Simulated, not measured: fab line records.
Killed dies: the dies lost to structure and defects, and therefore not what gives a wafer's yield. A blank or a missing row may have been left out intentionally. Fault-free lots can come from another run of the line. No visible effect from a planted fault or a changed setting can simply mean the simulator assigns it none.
fab line records	flow nandHarc
record lots=12	wafers=36	lastDay=33
route steps=1302 shown P_BONDPAD@375 A_ZERO_WELL@405 END@1302
lots that met no fault: from a run of the same line without faults
startH: the number of hours between the record's first day and the start of the first shown wafer of the lot	waitH: time in hours since the lot's previous step	" as in the row above	L1.1+2: a row that stands for several wafers	- value missing, or start not given	* or withheld: withheld	< > ~ a bound
route shown NAME@n: a module of which the file shows steps, and the number in the route of the first	usual: average and standard deviation across the fault-free wafers	same: alike in all rows	chamber/n: place in a boat	sites: each site's reading	_std_site: standard deviation of those values	_edge_site: the outer-site mean with the inner-site mean subtracted	radiusMm: how far each site lies from the wafer's centre	mask NAME#n: copy n	behind: the tool/chamber that last shaped the wafer	hold: cause of the lot's hold/its duration in hours/its outcome	device: which transistor (n, p or np) failed to switch	end of line: the tests these same wafers got at the end of their route	a step with no rows: only its recipe	killed: dies that structure and defects cost at the first sort, which is not the same as the wafer's yield	map: a wafer's dies, marking killed ones x, the rest . and places with no die _
set.NAME: the setting that was run; set.NAME@STEP: the one run at that earlier step	model.NAME: the simulator's own value behind a step, which no gauge read
route steps across a sampled set of lots; one table per step, one row per wafer
services: when a tool's chamber went out of use (startH, in hours from the record's first day, below 0 if earlier), for how many hours, and the reason
## steps
# step NHARC_P_BONDPAD_PRE_CLEAN_26
# recipe timeS=30	tempC=280	gas=H2/He
# usual heaterPowerW=419/37
# same timeS=30
lot.wafer	tool	chamber	startH	waitH	heaterPowerW
L529.2	pvdSputter-01	-	-	-	437
L529.1	"	-	"	"	455
L529.6	"	-	"	"	438
L528.2	pvdSputter-03	-	-	-	389
L528.1	"	-	"	"	383
L528.5	"	-	"	"	395
L530.3	pvdSputter-01	-	-	-	407
L530.2	"	-	"	"	458
L530.1	"	-	"	"	458
L532.2	pvdSputter-01	-	-	-	458
L532.3	"	-	"	"	425
L532.6	"	-	"	"	446
L533.2	pvdSputter-01	-	-	-	426
L533.4	"	-	"	"	459
L533.5	"	-	"	"	455
L534.2	pvdSputter-01	-	-	-	460
L534.1	"	-	"	"	451
L534.3	"	-	"	"	413
L537.4	pvdSputter-03	-	-	-	366
L537.3	"	-	"	"	352
L537.6	"	-	"	"	446
L538.4	pvdSputter-03	-	-	-	365
L538.6	"	-	"	"	367
L538.5	"	-	"	"	369
L539.2	pvdSputter-01	-	-	-	468
L539.5	"	-	"	"	431
L539.6	"	-	"	"	438
L547.4	pvdSputter-01	-	-	-	461
L547.1	"	-	"	"	421
L547.2	"	-	"	"	417
L550.3	pvdSputter-02	-	-	-	411
L550.2	"	-	"	"	409
L550.6	"	-	"	"	419
L551.2	pvdSputter-01	-	-	-	421
L551.4	"	-	"	"	427
L551.3	"	-	"	"	469
# step NHARC_P_BONDPAD_PVD_17
# recipe targetThkA=50	biasV=168.6	powerW=15000	chamberPressurePa=0.12	timeS=8.06	substrateTempC=50	material=TaN
# usual cathodeDcPowerW=15000/2.6	throttleValvePct=30.5/0.88
# same timeS=8.06
lot.wafer	tool	chamber	startH	waitH	cathodeDcPowerW	throttleValvePct
L529.1	pvdSputter-01	-	-	-	14999	29.3
L529.2	"	-	"	"	15001	30.2
L529.6	"	-	"	"	15004	30.3
L528.2	pvdSputter-03	-	-	-	14995	30.5
L528.1	"	-	"	"	14998	29.3
L528.5	"	-	"	"	15001	30.2
L530.1	pvdSputter-01	-	-	-	15000	29.5
L530.3	"	-	"	"	15001	30.6
L530.2	"	-	"	"	15000	31.9
L532.2	pvdSputter-01	-	-	-	15000	30.5
L532.3	"	-	"	"	15003	30.5
L532.6	"	-	"	"	14998	30.5
L533.2	pvdSputter-01	-	-	-	14998	31.7
L533.4	"	-	"	"	15000	29.2
L533.5	"	-	"	"	15004	30.2
L534.2	pvdSputter-01	-	-	-	15003	30.4
L534.3	"	-	"	"	15002	31.6
L534.1	"	-	"	"	15000	29.5
L537.4	pvdSputter-03	-	-	-	15003	31.0
L537.3	"	-	"	"	14998	29.3
L537.6	"	-	"	"	14999	31.7
L538.4	pvdSputter-03	-	-	-	14998	30.9
L538.6	"	-	"	"	14993	30.9
L538.5	"	-	"	"	15001	31.4
L539.2	pvdSputter-01	-	-	-	15002	30.2
L539.5	"	-	"	"	14996	31.8
L539.6	"	-	"	"	15003	29.7
L547.2	pvdSputter-01	-	-	-	15004	30.7
L547.4	"	-	"	"	14997	30.1
L547.1	"	-	"	"	14998	31.8
L550.3	pvdSputter-02	-	-	-	15004	28.7
L550.2	"	-	"	"	14999	30.5
L550.6	"	-	"	"	15003	31.9
L551.2	pvdSputter-01	-	-	-	14999	29.7
L551.3	"	-	"	"	14997	29.9
L551.4	"	-	"	"	15003	31.5
# step NHARC_P_BONDPAD_THK_MEAS_20
# recipe thkMeasGauge=xrf
# usual thkNm=161.2/1.4
lot.wafer	tool	chamber	startH	waitH	thkNm
L529.1	filmMetro-02	-	140.70	-	160.9
L529.2	"	-	"	"	162.1
L529.6	"	-	"	"	162.6
L528.1	filmMetro-02	-	141.62	-	160.9
L528.2	"	-	"	"	162.0
L528.5	"	-	"	"	160.7
L530.1	filmMetro-02	-	157.66	-	161.5
L530.2	"	-	"	"	159.2
L530.3	"	-	"	"	161.0
L532.2	filmMetro-01	-	173.02	-	161.8
L532.3	"	-	"	"	160.0
L532.6	"	-	"	"	161.5
L533.2	filmMetro-01	-	186.53	-	162.8
L533.4	"	-	"	"	162.3
L533.5	"	-	"	"	161.9
L534.1	filmMetro-02	-	191.27	-	160.3
L534.2	"	-	"	"	160.6
L534.3	"	-	"	"	157.9
L537.3	filmMetro-02	-	223.39	-	160.5
L537.4	"	-	"	"	162.0
L537.6	"	-	"	"	158.9
L538.4	filmMetro-02	-	237.43	-	160.2
L538.5	"	-	"	"	160.6
L538.6	"	-	"	"	161.7
L539.2	filmMetro-02	-	245.98	-	160.5
L539.5	"	-	"	"	161.7
L539.6	"	-	"	"	161.4
L547.1	filmMetro-01	-	323.09	-	160.8
L547.2	"	-	"	"	158.6
L547.4	"	-	"	"	163.0
L550.2	filmMetro-02	-	357.22	-	162.2
L550.3	"	-	"	"	163.5
L550.6	"	-	"	"	161.1
L551.2	filmMetro-01	-	364.41	-	161.6
L551.3	"	-	"	"	161.3
L551.4	"	-	"	"	161.8
# step NHARC_A_ZERO_WELL_ETCH_13
# recipe targetDepthA=1200	timeS=40.1	hbrFlowSccm=150	cl2FlowSccm=50	rfW=400	icpW=400	biasW=100	chemistry=HBr/Cl2
# usual drypumpMotorCurrentA=5.7/0.43	oesProductAu=0.997/0.014	throttleValvePct=26.406/0.0089
# same timeS=40.1
lot.wafer	tool	chamber	startH	waitH	drypumpMotorCurrentA	oesProductAu	rfHoursCounterH	throttleValvePct
L529.1	rieSi-01	0	142.51	-	5.4	0.998	0.8	26.401
L529.2	"	2	"	"	5.2	0.982	0.7	26.395
L529.6	"	0	"	"	5.4	0.998	-	26.415
L528.2	rieSi-05	1	143.49	-	5.9	1.014	0.0	26.391
L528.1	"	0	"	"	4.9	0.991	0.0	26.399
L528.5	"	1	"	"	5.9	1.003	-	26.415
L530.2	rieSi-02	0	159.65	-	6.4	1.005	0.3	26.401
L530.1	"	1	"	"	6.0	1.003	0.3	26.393
L530.3	"	2	"	"	5.7	1.004	0.3	26.395
L532.3	rieSi-01	3	174.91	-	6.1	0.985	1.0	26.411
L532.2	"	2	"	"	5.2	0.974	1.0	26.411
L532.6	"	0	"	"	5.3	1.002	-	26.413
L533.2	rieSi-01	0	188.32	-	5.3	0.996	1.1	26.410
L533.4	"	2	"	"	5.2	0.980	1.1	26.419
L533.5	"	0	"	"	5.4	0.998	-	26.393
L534.3	rieSi-05	3	193.17	-	5.1	1.019	0.3	26.405
L534.1	"	0	"	"	4.9	0.988	0.3	26.412
L534.2	"	1	"	"	6.0	1.022	0.3	26.403
L537.4	rieSi-05	2	225.42	-	5.7	1.001	0.6	26.413
L537.3	"	0	"	"	4.9	0.991	0.4	26.419
L537.6	"	1	"	"	6.0	1.027	-	26.402
L538.4	rieSi-05	1	239.35	-	5.9	1.017	0.6	26.409
L538.5	"	0	"	"	4.9	0.988	-	26.402
L538.6	"	1	"	"	5.9	1.020	-	26.408
L539.2	rieSi-02	0	247.95	-	6.4	1.002	1.0	26.405
L539.5	"	1	"	"	6.1	0.999	-	26.412
L539.6	"	2	"	"	5.7	1.014	-	26.414
L547.4	rieSi-05	1	324.95	-	5.9	0.999	0.1	26.397
L547.1	"	2	"	"	5.7	0.991	0.1	26.413
L547.2	"	0	"	"	4.9	1.014	0.1	26.396
L550.2	rieSi-02	2	359.11	-	5.8	1.006	0.4	26.399
L550.3	"	3	"	"	5.8	0.990	0.4	26.406
L550.6	"	0	"	"	6.4	1.022	-	26.422
L551.2	rieSi-02	3	366.28	-	5.8	0.971	0.5	26.416
L551.4	"	1	"	"	6.0	0.968	0.5	26.409
L551.3	"	2	"	"	5.8	0.990	0.5	26.401
# step NHARC_A_ZERO_WELL_INSPECT_17
# usual rawDefectCount=12/5.4
lot.wafer	tool	chamber	startH	waitH	rawDefectCount
L529.1	defectInspect-01	-	143.64	0.2	10
L529.2	"	-	"	"	10
L529.6	"	-	"	"	11
L528.1	defectInspect-01	-	144.59	0.2	18
L528.2	"	-	"	"	14
L528.5	"	-	"	"	6
L530.1	defectInspect-01	-	160.80	0.2	10
L530.2	"	-	"	"	9
L530.3	"	-	"	"	9
L532.2	defectInspect-02	-	176.03	0.1	16
L532.3	"	-	"	"	14
L532.6	"	-	"	"	10
L533.2	defectInspect-01	-	189.42	0.1	16
L533.4	"	-	"	"	11
L533.5	"	-	"	"	20
L534.1	defectInspect-01	-	194.25	0.2	13
L534.2	"	-	"	"	18
L534.3	"	-	"	"	23
L537.3	defectInspect-02	-	226.50	0.1	7
L537.4	"	-	"	"	9
L537.6	"	-	"	"	20
L538.4	defectInspect-01	-	240.44	0.1	10
L538.5	"	-	"	"	5
L538.6	"	-	"	"	4
L539.2	defectInspect-02	-	249.01	0.1	16
L539.5	"	-	"	"	7
L539.6	"	-	"	"	8
L547.1	defectInspect-01	-	326.37	0.2	1256
L547.2	"	-	"	"	16
L547.4	"	-	"	"	14
L550.2	defectInspect-01	-	360.25	0.1	16
L550.3	"	-	"	"	7
L550.6	"	-	"	"	12
L551.2	defectInspect-01	-	367.38	0.1	4
L551.3	"	-	"	"	10
L551.4	"	-	"	"	9
# step NHARC_END_SORT_01
# recipe tempC=25
# usual killedAtArray=61/26	killedAtOther=0.8/1.1	killedAtPeriphery=4.0/2.6	killedDies=66/26	killedOpen=3.1/1.7	killedShort=2.5/1.5
# same grossDies=677
lot.wafer	tool	chamber	startH	waitH	killedAtArray	killedAtOther	killedAtPeriphery	killedDies	killedOpen	killedShort
L537.4	prober-01	0	645.13	3.4	34	1	0	35	1	2
L547.1	prober-02	0	738.65	2.5	91	2	6	99	2	4
L547.2	prober-02	0	739.45	2.8	36	1	11	48	3	3
L547.4	prober-02	0	741.07	3.4	32	2	6	40	1	1
# killed by level:class
L537.4 A_CHANNEL_HOLE_D2:chamberFilmFlake=13 A_CHANNEL_HOLE_D1:chamberFilmFlake=5 A_SLIT:chamberFilmFlake=4 A_CONTACT:chamberFilmFlake=4 A_STAIRCASE:chamberFilmFlake=2 A_WL_FILL:chamberFilmFlake=2 A_SOURCE_PLATE:geometricParticle:short=1 A_CHANNEL_FILL_D1:geometricParticle:open=1
L547.1 A_ZERO_WELL:unspecified=56 A_CHANNEL_HOLE_D1:chamberFilmFlake=12 A_STAIRCASE:chamberFilmFlake=7 A_CONTACT:chamberFilmFlake=6 P_M2:chamberFilmFlake=3 A_SLIT:chamberFilmFlake=3 A_DECK1_JOINT:geometricParticle:short=2 P_CONTACT:chamberFilmFlake=2
L547.2 A_CHANNEL_HOLE_D1:chamberFilmFlake=14 A_STAIRCASE:chamberFilmFlake=5 A_SLIT:chamberFilmFlake=5 P_CONTACT:chamberFilmFlake=4 A_CONTACT:chamberFilmFlake=4 P_M2:chamberFilmFlake=3 P_M0:geometricParticle:open=2 A_DECK1_JOINT:geometricParticle:short=1
L547.4 A_CHANNEL_HOLE_D1:chamberFilmFlake=13 A_CONTACT:chamberFilmFlake=10 A_SLIT:chamberFilmFlake=4 P_CONTACT:chamberFilmFlake=3 A_STAIRCASE:chamberFilmFlake=3 P_M2:chamberFilmFlake=2 THIN_TSV:chamberFilmFlake=2 A_SGD_CUT:geometricParticle:short=1
## services
tool	chamber	startH	hours	kind
rieSi-05	-	128.00	9.0	pm
rieSi-05	0	128.00	9.0	ventCycle
rieSi-05	1	128.00	9.0	ventCycle
rieSi-05	2	128.00	9.0	ventCycle
rieSi-05	3	128.00	9.0	ventCycle
pvdSputter-01	-	158.12	1.4	repair
pvdSputter-02	-	169.53	5.6	repair
pvdSputter-03	-	170.00	10.0	pm
rieSi-02	0	188.31	15.3	repair
rieSi-01	-	193.00	9.0	pm
rieSi-02	2	220.02	8.3	repair
pvdSputter-01	-	226.03	10.0	pm
rieSi-02	-	234.39	0.2	repair
pvdSputter-02	-	238.18	2.4	repair
rieSi-02	3	239.50	4.7	repair
rieSi-01	3	255.65	12.0	repair
rieSi-05	2	262.86	1.4	repair
rieSi-05	3	264.15	9.0	repair
rieSi-02	-	277.00	9.0	pm
pvdSputter-02	-	282.01	10.0	pm
pvdSputter-03	-	288.72	68.7	repair
rieSi-05	-	305.00	9.0	pm
rieSi-05	-	357.17	11.7	repair
pvdSputter-03	-	357.45	10.0	pm
## key
firstSign step=NHARC_A_ZERO_WELL_INSPECT_17	reading=rawDefectCount	direction=up	sigmas=99+	usual=12	struck=1256
moreKillsBornAt NHARC_A_ZERO_WELL_ETCH_13@rieSi-05=56
metAt NHARC_A_ZERO_WELL_ETCH_13
struckLots L547
struckWafers L547.1
testerLeftOut L547
notActingAt NHARC_P_BONDPAD_PRE_CLEAN_26,NHARC_P_BONDPAD_PVD_17,NHARC_P_BONDPAD_THK_MEAS_20
onsetBetween 225.42 324.95
fault kind=chamberParticleSource	tool=rieSi-05	chamber=2	onsetH=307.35	steps=NHARC_A_ZERO_WELL_ETCH_13	ratePerVisitCm2=2.0271	endH=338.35
# testerLeftOut: of these lots the tester's yield and bins aren't shown, on N5 and GAA mostly nor the transistor test; their killed dies are dies lost to structure and defects alone, not to doping, threshold or leakage, so they don't give the yield
